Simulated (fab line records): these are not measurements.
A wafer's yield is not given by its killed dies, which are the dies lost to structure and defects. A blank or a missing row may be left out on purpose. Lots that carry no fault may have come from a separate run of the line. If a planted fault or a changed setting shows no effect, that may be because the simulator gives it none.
Lot-split experiment || flow n5-finfet || route with 1938 steps; 7 lots, 21 wafers read

ABOUT THE SPLIT
At N5_BEOL_M0_SAQP_ETCH_106 (etches SOC in N2/H2, stops on SiNx, target depth 150 nm), the setting target-depth-a was moved away from the recipe's 1500 angstrom on 6 of the 21 wafers read, by -6.9% to +9.8%. All remaining wafers had this setting at the recipe value.

Between the split and the reading, the file records no step.

THE READING
SOC_of_BEOL_M0_SAQP_COAT_105.thk-nm (the simulator's own value, which no gauge read), in nm, at N5_BEOL_M0_SAQP_ETCH_107 (etches SiNx in CH3F/O2, target depth 30 nm). The file gives no usual value for it. Across the 15 wafers here that went through the recipe, the average is 13.0 nm and the standard deviation 1.7 nm.

{"wafer": "L075.1", "tool, chamber at the split": "rie-diel-04, 3", "target-depth-a as run, angstrom": 1500, "against the recipe": "recipe", "SOC_of_BEOL_M0_SAQP_COAT_105.thk-nm, nm": 12.2, "against lot-mates on the recipe": "-"}
{"wafer": "L075.5", "tool, chamber at the split": "rie-diel-04, 2", "target-depth-a as run, angstrom": 1500, "against the recipe": "recipe", "SOC_of_BEOL_M0_SAQP_COAT_105.thk-nm, nm": 13.4, "against lot-mates on the recipe": "-"}
{"wafer": "L075.6", "tool, chamber at the split": "rie-diel-04, 3", "target-depth-a as run, angstrom": 1647, "against the recipe": "+9.8%", "SOC_of_BEOL_M0_SAQP_COAT_105.thk-nm, nm": 4, "against lot-mates on the recipe": -8.8}
{"wafer": "L078.3", "tool, chamber at the split": "rie-diel-04, 1", "target-depth-a as run, angstrom": 1609, "against the recipe": "+7.3%", "SOC_of_BEOL_M0_SAQP_COAT_105.thk-nm, nm": 6.8, "against lot-mates on the recipe": -4.2}
{"wafer": "L078.5", "tool, chamber at the split": "rie-diel-04, 3", "target-depth-a as run, angstrom": 1500, "against the recipe": "recipe", "SOC_of_BEOL_M0_SAQP_COAT_105.thk-nm, nm": 11, "against lot-mates on the recipe": "-"}
{"wafer": "L078.6", "tool, chamber at the split": "rie-diel-04, 2", "target-depth-a as run, angstrom": 1609, "against the recipe": "+7.3%", "SOC_of_BEOL_M0_SAQP_COAT_105.thk-nm, nm": 7.4, "against lot-mates on the recipe": -3.6}
{"wafer": "L079.2", "tool, chamber at the split": "rie-diel-04, 2", "target-depth-a as run, angstrom": 1397, "against the recipe": "-6.9%", "SOC_of_BEOL_M0_SAQP_COAT_105.thk-nm, nm": 19.2, "against lot-mates on the recipe": "+7.4"}
{"wafer": "L079.4", "tool, chamber at the split": "rie-diel-04, 3", "target-depth-a as run, angstrom": 1500, "against the recipe": "recipe", "SOC_of_BEOL_M0_SAQP_COAT_105.thk-nm, nm": 11.8, "against lot-mates on the recipe": "-"}
{"wafer": "L079.6", "tool, chamber at the split": "rie-diel-04, 0", "target-depth-a as run, angstrom": 1397, "against the recipe": "-6.9%", "SOC_of_BEOL_M0_SAQP_COAT_105.thk-nm, nm": 17.2, "against lot-mates on the recipe": "+5.4"}
{"wafer": "L085.1", "tool, chamber at the split": "rie-diel-03, 2", "target-depth-a as run, angstrom": 1500, "against the recipe": "recipe", "SOC_of_BEOL_M0_SAQP_COAT_105.thk-nm, nm": 10, "against lot-mates on the recipe": "-"}
{"wafer": "L085.2", "tool, chamber at the split": "rie-diel-03, 0", "target-depth-a as run, angstrom": 1500, "against the recipe": "recipe", "SOC_of_BEOL_M0_SAQP_COAT_105.thk-nm, nm": 13, "against lot-mates on the recipe": "-"}
{"wafer": "L085.3", "tool, chamber at the split": "rie-diel-03, 1", "target-depth-a as run, angstrom": 1500, "against the recipe": "recipe", "SOC_of_BEOL_M0_SAQP_COAT_105.thk-nm, nm": 13.4, "against lot-mates on the recipe": "-"}
{"wafer": "L091.3", "tool, chamber at the split": "rie-diel-01, 2", "target-depth-a as run, angstrom": 1500, "against the recipe": "recipe", "SOC_of_BEOL_M0_SAQP_COAT_105.thk-nm, nm": 14.4, "against lot-mates on the recipe": "-"}
{"wafer": "L091.4", "tool, chamber at the split": "rie-diel-01, 0", "target-depth-a as run, angstrom": 1500, "against the recipe": "recipe", "SOC_of_BEOL_M0_SAQP_COAT_105.thk-nm, nm": 16, "against lot-mates on the recipe": "-"}
{"wafer": "L091.5", "tool, chamber at the split": "rie-diel-01, 2", "target-depth-a as run, angstrom": 1500, "against the recipe": "recipe", "SOC_of_BEOL_M0_SAQP_COAT_105.thk-nm, nm": 14.8, "against lot-mates on the recipe": "-"}
{"wafer": "L092.2", "tool, chamber at the split": "rie-diel-03, 2", "target-depth-a as run, angstrom": 1500, "against the recipe": "recipe", "SOC_of_BEOL_M0_SAQP_COAT_105.thk-nm, nm": 11, "against lot-mates on the recipe": "-"}
{"wafer": "L092.3", "tool, chamber at the split": "rie-diel-03, 3", "target-depth-a as run, angstrom": 1500, "against the recipe": "recipe", "SOC_of_BEOL_M0_SAQP_COAT_105.thk-nm, nm": 14.2, "against lot-mates on the recipe": "-"}
{"wafer": "L092.5", "tool, chamber at the split": "rie-diel-03, 3", "target-depth-a as run, angstrom": 1500, "against the recipe": "recipe", "SOC_of_BEOL_M0_SAQP_COAT_105.thk-nm, nm": 15, "against lot-mates on the recipe": "-"}
{"wafer": "L093.3", "tool, chamber at the split": "rie-diel-01, 3", "target-depth-a as run, angstrom": 1500, "against the recipe": "recipe", "SOC_of_BEOL_M0_SAQP_COAT_105.thk-nm, nm": 13.8, "against lot-mates on the recipe": "-"}
{"wafer": "L093.4", "tool, chamber at the split": "rie-diel-01, 1", "target-depth-a as run, angstrom": 1500, "against the recipe": "recipe", "SOC_of_BEOL_M0_SAQP_COAT_105.thk-nm, nm": 11.4, "against lot-mates on the recipe": "-"}
{"wafer": "L093.5", "tool, chamber at the split": "rie-diel-01, 2", "target-depth-a as run, angstrom": 1595, "against the recipe": "+6.3%", "SOC_of_BEOL_M0_SAQP_COAT_105.thk-nm, nm": 8.6, "against lot-mates on the recipe": -4.0}

THE FIT
A straight line over all 21 wafers: SOC_of_BEOL_M0_SAQP_COAT_105.thk-nm changes by -0.811 nm for each +1% of target-depth-a; r = -0.91; the points scatter about the line by 1.6 nm.
The same after taking each lot's own level away (the mean of its wafers on the recipe; 21 wafers): -0.775 nm for each +1%; r = -0.93; scatter 1.3 nm.
That fit puts the effect of the largest move of target-depth-a on the reading at 7.6 nm.
Measured against the standard deviation above, the lots' own levels, which go from 11.00 to 15.07 nm, span 2.4 times it.
The two slopes are in agreement: the lot-to-lot level therefore moves the slope only a little.
Check: for one of the wafers moved furthest among these (+9.8%), held out of the fit, the line's prediction against its lot-mates is -6.72 nm. It came out at -8.8 nm against them.

THESE WAFERS: OTHER SPLITS
These wafers also went through other splits before the reading. Each is held against what the fit with the lots' levels taken away leaves over:
{"other split on the same wafers": "N5_DUMMY_GATE_COAT_28 spin-rpm", "wafers away from the commonest value": 8, "r with SOC_of_BEOL_M0_SAQP_COAT_105.thk-nm (lot level and that fit taken away)": "+0.13"}
{"other split on the same wafers": "N5_SD_EPI_N_EXPOSE_06 dose-mj", "wafers away from the commonest value": 8, "r with SOC_of_BEOL_M0_SAQP_COAT_105.thk-nm (lot level and that fit taken away)": "+0.18"}
{"other split on the same wafers": "N5_SD_EPI_N_PEB_07 peb-temp-c", "wafers away from the commonest value": 6, "r with SOC_of_BEOL_M0_SAQP_COAT_105.thk-nm (lot level and that fit taken away)": "+0.01"}
{"other split on the same wafers": "N5_SDB_CUT_ETCH_26 bias-w", "wafers away from the commonest value": "as run: not given for these wafers", "r with SOC_of_BEOL_M0_SAQP_COAT_105.thk-nm (lot level and that fit taken away)": "-"}
{"other split on the same wafers": "N5_MOL_CONTACT_COAG_ETCH_106 source-w", "wafers away from the commonest value": 10, "r with SOC_of_BEOL_M0_SAQP_COAT_105.thk-nm (lot level and that fit taken away)": "+0.03"}
{"other split on the same wafers": "N5_MOL_CONTACT_COAG_ALD_133 ald-cycles", "wafers away from the commonest value": 8, "r with SOC_of_BEOL_M0_SAQP_COAT_105.thk-nm (lot level and that fit taken away)": "+0.05"}

THE WHOLE CHAIN: every reading that the file lists as answering this split, in the file's order
{"step": "N5_BEOL_M0_SAQP_ETCH_106", "what it does": "etches SOC in N2/H2, stops on SiNx, target depth 150 nm", "reading": "SOC_of_BEOL_M0_SAQP_COAT_105.thk-nm (the simulator's own value, which no gauge read)", "change (the file's fit)": "-0.789 nm for each +1% of the setting", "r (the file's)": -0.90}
{"step": "N5_BEOL_M0_SAQP_ETCH_107", "what it does": "etches SiNx in CH3F/O2, target depth 30 nm", "reading": "SOC_of_BEOL_M0_SAQP_COAT_105.thk-nm (the simulator's own value, which no gauge read)", "change (the file's fit)": "-0.779 nm for each +1% of the setting", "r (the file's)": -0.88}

FILE'S OWN FIT
SOC_of_BEOL_M0_SAQP_COAT_105.thk-nm changes by -0.779 nm for each +1% of target-depth-a, r = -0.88.
